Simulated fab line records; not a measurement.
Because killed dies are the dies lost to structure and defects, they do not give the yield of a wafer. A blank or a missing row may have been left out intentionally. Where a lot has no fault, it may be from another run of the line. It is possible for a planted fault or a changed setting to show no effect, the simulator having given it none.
A lot that was struck, set against a sound lot | flow nand-harc | 43 out of 1159 route steps
Sound: wafers L344.3, L344.4, L344.5. Struck: wafers L340.1, L340.4, L340.6. At the end, the cause is stated.
Each step with rows lists, per side, the tool, then ch with its chambers, then its first start. Under that, the readings that differ: sound wafers | struck wafers | difference of the means | sigmas: that difference in standard deviations of wafers without a fault.
alike: readings whose means differ by less than 2 such deviations, and words and numbers that are the same on both sides. not compared: withheld readings, readings that some wafer has no value for, bounds like >300 that may hide the same value, and numbers for which the record gives no deviation and whose values overlap.
The two part at a step that has a row with sigmas, a row that says differs or no value, or rows on one side only. Numbers that have no deviation but don't overlap get no sigmas and don't part them. A reading missing from all wafers of one side parts the sides only when that side holds two or more wafers.

first, 1 step without rows for these wafers: NHARC_A_CONTACT_DEVELOP_68 (develop time 35 s).
NHARC_A_CONTACT_CD_MEAS_69: target cd 200 nm.
  sound on cd-sem-02 ch 0, day 21 20:56; struck on cd-sem-03 ch 0, day 21 11:47
  alike: cd-nm
NHARC_A_CONTACT_OVL_MEAS_70:
  sound on overlay-01 at day 21 21:02; struck on overlay-01 at day 21 11:52
  alike: overlay-x-nm, overlay-y-nm
NHARC_A_CONTACT_INSPECT_71:
  sound on defect-inspect-02 at day 21 21:05; struck on defect-inspect-02 at day 21 11:54
  alike: raw-defect-count
then, 1 step without rows for these wafers: NHARC_A_CONTACT_DESCUM_74 (chemistry O2, time 3 s).
NHARC_A_CONTACT_ETCH_75: etches the open film in CF4, target depth 39 nm, time 65 s.
  sound on rie-diel-05 ch 0,2, day 21 21:18; struck on rie-diel-06 ch 0,2,3, day 21 12:04
  alike: drypump-motor-current-A, oes-product-au, rf-vpp-V, showerhead-plenum-p-Torr, throttle-valve-pct
  not compared: rf-hours-counter-h
then, 2 steps without rows for these wafers: NHARC_A_CONTACT_ETCH_76 (etches the open film in N2/H2, target depth 260 nm, time 475.3 s); NHARC_A_CONTACT_ETCH_77 (etches the open film in CF4/CHF3, target depth 72.6 nm, time 36.3 s).
NHARC_A_CONTACT_ETCH_78: etches the open film in O2/COS, target depth 2800 nm, time 728 s.
  sound: rie-diel-05 ch 1,3; struck: rie-diel-06 ch 0,1,3
  alike: drypump-motor-current-A, oes-product-au, rf-vpp-V, showerhead-plenum-p-Torr, throttle-valve-pct
  not compared: rf-hours-counter-h
then, 2 steps without rows for these wafers: NHARC_A_CONTACT_ETCH_124 (etches the open film in C4F8/O2/Ar, time 140 s, target depth 700 nm); NHARC_A_CONTACT_ETCH_125 (etches the open film in C4F8/O2/Ar, time 155 s, target depth 956 nm).
NHARC_A_CONTACT_ETCH_126: etches the open film in C4F8/O2/Ar, time 155 s, target depth 956 nm.
  sound on har-cap-etch-01 ch 0,1, day 21 22:50; struck on har-cap-etch-03 ch 0, day 21 13:42
  not compared: rf-hours-counter-h
NHARC_A_CONTACT_ETCH_127: etches the open film in C4F8/O2/Ar, time 155 s, target depth 956 nm.
  sound on har-cap-etch-01 ch 0,1, day 21 22:58; struck on har-cap-etch-03 ch 0, day 21 13:57
  not compared: rf-hours-counter-h
NHARC_A_CONTACT_ETCH_128: etches the open film in C4F8/O2/Ar, time 155 s, target depth 956 nm.
  sound on har-cap-etch-01 ch 0,1, day 21 23:07; struck on har-cap-etch-03 ch 0, day 21 14:11
  not compared: rf-hours-counter-h
then, 7 steps without rows for these wafers: NHARC_A_CONTACT_ETCH_129 (etches the open film in C4F8/O2/Ar, time 155 s, target depth 956 nm); NHARC_A_CONTACT_ETCH_130 (etches the open film in C4F8/O2/Ar, time 155 s, target depth 956 nm); NHARC_A_CONTACT_ETCH_131 (etches the open film in C4F8/O2/Ar, time 155 s, target depth 956 nm); NHARC_A_CONTACT_ETCH_132 (etches the open film in C4F8/O2/Ar, time 156 s, target depth 958 nm); NHARC_A_CONTACT_ETCH_133 (etches the open film in C4F8/O2/Ar, time 195 s, target depth 840 nm); NHARC_A_CONTACT_ETCH_91 (etches the open film in CH3F/O2, target depth 40 nm, time 85.7 s); NHARC_A_CONTACT_ETCH_97 (etches the open film in C4F6/O2, target depth 20 nm, time 10 s).
NHARC_A_CONTACT_CD_MEAS_80:
  sound on cd-sem-02 at day 22 00:34; struck on cd-sem-03 at day 21 16:28
  alike: cd-nm
then, 4 steps without rows for these wafers: NHARC_A_CONTACT_STRIP_103 (strips in N2/H2); NHARC_A_CONTACT_STRIP_104 (strips in CF4/CHF3); NHARC_A_CONTACT_STRIP_105 (strips in O2/COS); NHARC_A_CONTACT_ETCH_106 (etches the open film in CF4/O2, target depth 60 nm, overetch 6 nm, time 33 s).
NHARC_A_CONTACT_STRIP_82: strips in O2.
  sound: rie-diel-05 ch 1,2; struck: rie-diel-04 ch 0,3
  alike: drypump-motor-current-A, oes-product-au, rf-vpp-V, showerhead-plenum-p-Torr, throttle-valve-pct
  not compared: rf-hours-counter-h
then, 13 steps without rows for these wafers: NHARC_A_CONTACT_STRIP_83 (strips in post etch residue remover, time 600 s); NHARC_A_CONTACT_DEP_84 (deposits aC, target thk 2000 nm); NHARC_A_CONTACT_DEP_85 (deposits SiON, target thk 50 nm); NHARC_A_CONTACT_DEHYDRATE_00 (time 120 s); NHARC_A_CONTACT_HMDS_01 (time 30 s); NHARC_A_CONTACT_COAT_86 (time 75 s); NHARC_A_CONTACT_COAT_87 (time 65 s); NHARC_A_CONTACT_COAT_02 (resist thk 90 nm); NHARC_A_CONTACT_SOFTBAKE_03 (time 55 s); NHARC_A_CONTACT_EBR_04; NHARC_A_CONTACT_EXPOSE_05 (exposes mask A CC); NHARC_A_CONTACT_PEB_06 (peb time 65 s); NHARC_A_CONTACT_DEVELOP_07 (develop time 35 s).
NHARC_A_CONTACT_CD_MEAS_08: target cd 100 nm.
  sound on cd-sem-02 ch 0, day 22 04:21; struck on cd-sem-01 ch 0, day 21 19:32
  alike: cd-nm
NHARC_A_CONTACT_OVL_MEAS_09:
  sound on overlay-02 at day 22 04:26; struck on overlay-01 at day 21 19:37
  alike: overlay-x-nm, overlay-y-nm
-- the record jumps here: 5 days lie between the struck wafers' starts before and after (it left off in module A_CONTACT and takes up again in module END, whose first step shown is number 1159 of the route) --
NHARC_END_SORT_01:
  at this point the record logs the struck wafers (prober-01 ch 0, day 26 10:56) and has no rows for the sound ones

WHERE THEY PART
Only at NHARC_END_SORT_01, within this record.

WHY: what had been put in by the simulator
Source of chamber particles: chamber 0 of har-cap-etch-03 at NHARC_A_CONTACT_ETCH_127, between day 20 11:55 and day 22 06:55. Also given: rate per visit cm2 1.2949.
